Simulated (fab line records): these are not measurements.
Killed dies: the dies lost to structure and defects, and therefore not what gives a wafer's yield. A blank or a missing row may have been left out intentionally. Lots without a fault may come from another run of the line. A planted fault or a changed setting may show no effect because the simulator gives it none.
A lot that was struck, set against a sound lot ; flow nand-harc ; 12 out of 1302 route steps
Sound: the wafers L531.4, L531.5, L531.6. Struck: wafer L524.6. (L524.2, L524.3 of the same lot were not struck and are left out.) The cause comes at the end.
For every step that has rows: the tool of each side, followed by ch and its chambers, followed by its first start. Under that, the readings that differ: sound wafers ; struck wafers ; difference of the means ; sigmas: that difference in standard deviations of wafers without a fault.
alike: same words and numbers on both sides, and readings whose means sit less than 2 such deviations apart. not compared: any withheld reading, any reading some wafer has no value for, any bound like >300 that may hide the same value, and any number with overlapping values for which the record gives no deviation.
Wherever a step has rows on one side only, a row that says differs or no value, or a row with sigmas, the two part there. When numbers do not overlap yet have no deviation, they are printed without sigmas and do not part them. Lack of a reading on every wafer of one side parts them only where that side has two or more wafers.

NHARC_A_STAIRCASE_TRIM_16: chemistry O2, time 211.2 s.
  sound on rie-diel-01 ch 0,2,3; struck on rie-diel-04 ch 0
  alike: drypump-motor-current-A, o2-flow-sccm, oes-product-au, rf-vpp-V, showerhead-plenum-p-Torr, throttle-valve-pct
  not compared: rf-hours-counter-h
NHARC_A_STAIRCASE_ETCH_17: etches the open film in C4F8/O2, target depth 100 nm, time 40.5 s.
  sound on rie-diel-01 ch 1,2,3; struck on rie-diel-04 ch 3
reading;sound;struck;difference;sigmas
oes-product-au (a.u.);0.957 0.942 0.950;0.925;-0.025;-2
  alike: bias-w, rf-vpp-V, run-length-s
  not compared: rf-hours-counter-h
then, 5 steps without rows for these wafers: NHARC_A_STAIRCASE_TRIM_18 (chemistry O2, time 211.2 s); NHARC_A_STAIRCASE_ETCH_19 (etches the open film in C4F8/O2, target depth 100 nm, time 40.5 s); NHARC_A_STAIRCASE_TRIM_20 (chemistry O2, time 211.2 s); NHARC_A_STAIRCASE_ETCH_21 (etches the open film in C4F8/O2, target depth 100 nm, time 40.5 s); NHARC_A_STAIRCASE_TRIM_22 (chemistry O2, time 211.2 s).
NHARC_A_STAIRCASE_ETCH_23: etches the open film in C4F8/O2, target depth 100 nm, time 40.5 s.
  sound on rie-diel-09 ch 2,3; struck on rie-diel-01 ch 0
  alike: bias-w, oes-product-au, rf-vpp-V, run-length-s
  not compared: rf-hours-counter-h
NHARC_A_STAIRCASE_TRIM_24: chemistry O2, time 211.2 s.
  sound on rie-diel-09 ch 2,3; struck on rie-diel-01 ch 0
  alike: drypump-motor-current-A, o2-flow-sccm, oes-product-au, rf-vpp-V, showerhead-plenum-p-Torr, throttle-valve-pct
  not compared: rf-hours-counter-h
NHARC_A_STAIRCASE_ETCH_25: etches the open film in C4F8/O2, target depth 100 nm, time 40.5 s.
  sound on rie-diel-09 ch 1,2,3; struck on rie-diel-01 ch 2
reading;sound;struck;difference;sigmas
bias-w (W);999.3 1004.9 999.5;994.8;-6.4;-2
  alike: oes-product-au, rf-vpp-V, run-length-s
  not compared: rf-hours-counter-h
then, 1 step without rows for these wafers: NHARC_A_STAIRCASE_TRIM_26 (chemistry O2, time 211.2 s).
NHARC_A_STAIRCASE_ETCH_27: etches the open film in C4F8/O2, target depth 100 nm, time 40.5 s.
  sound on rie-diel-09 ch 2,3, day 25 01:01; struck on rie-diel-01 ch 2, day 22 04:42
reading;sound;struck;difference;sigmas
bias-w (W);1004 1004 1000;995;-8;-2
run-length-s (s);61.7 62.6 61.3;73.4;+11.5;+27
  alike: oes-product-au, rf-vpp-V
  not compared: rf-hours-counter-h

== WHERE THEY PART ==
First at NHARC_A_STAIRCASE_ETCH_17; last, within this record, at NHARC_A_STAIRCASE_ETCH_27.

WHY: what had been put in by the simulator
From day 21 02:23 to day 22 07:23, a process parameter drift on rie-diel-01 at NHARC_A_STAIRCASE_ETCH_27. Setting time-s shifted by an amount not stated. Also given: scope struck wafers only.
